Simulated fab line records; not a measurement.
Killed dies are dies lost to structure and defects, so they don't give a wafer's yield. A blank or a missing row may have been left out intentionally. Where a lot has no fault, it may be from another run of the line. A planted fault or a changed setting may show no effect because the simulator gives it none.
Chamber matching + flow nand-harc + NHARC_P_CONTACT_STRIP_28 on rie-diel-13 has 4 sister chambers
The step strips in O2. 4 wafers are shown with their chamber, then 11 later ones without.

WAFERS WITH THEIR CHAMBER
| wafer  | chamber | drypump-motor-current-A (A) |
|--------|---------|-----------------------------|
| L088.3 | 0       | 5.90                        |
| L092.5 | 3       | 5.44                        |
| L092.6 | 2       | 6.16                        |
| L093.1 | 1       | 5.67                        |

WAFERS WITHOUT THEIR CHAMBER
| wafer  | drypump-motor-current-A (A) |
|--------|-----------------------------|
| L093.2 | 6.11                        |
| L093.5 | 5.42                        |
| L094.1 | 5.66                        |
| L094.2 | 5.43                        |
| L094.3 | 6.13                        |
| L094.4 | 5.67                        |
| L094.5 | 5.41                        |
| L094.6 | 6.12                        |
| L095.1 | 5.42                        |
| L095.3 | 5.90                        |
| L095.5 | 5.90                        |

EACH ONE'S CHAMBER
| wafer  | from the rows above | in truth |
|--------|---------------------|----------|
| L093.2 | 2                   | 2        |
| L093.5 | 3                   | 3        |
| L094.1 | 1                   | 1        |
| L094.2 | 3                   | 3        |
| L094.3 | 2                   | 2        |
| L094.4 | 1                   | 1        |
| L094.5 | 3                   | 3        |
| L094.6 | 2                   | 2        |
| L095.1 | 3                   | 3        |
| L095.3 | 0                   | 0        |
| L095.5 | 0                   | 0        |
Correct placement for 11 of the 11. From these rows, 0 cannot be placed. 0 placed wrongly.
How it was worked out, from the rows above alone: a wafer's distance from a chamber is the root of the sum, over the readings, of the square of ((its reading less the chamber's mean) divided by the reading's scatter). If the next closest chamber is less than 2 further off than the closest, the wafer can't be placed; otherwise it belongs to the closest. For every chamber, the mean is computed from those of its wafers that are shown. The scatter: root of mean squared gap, hidden wafer to nearest shown wafer, with one shown wafer a chamber.
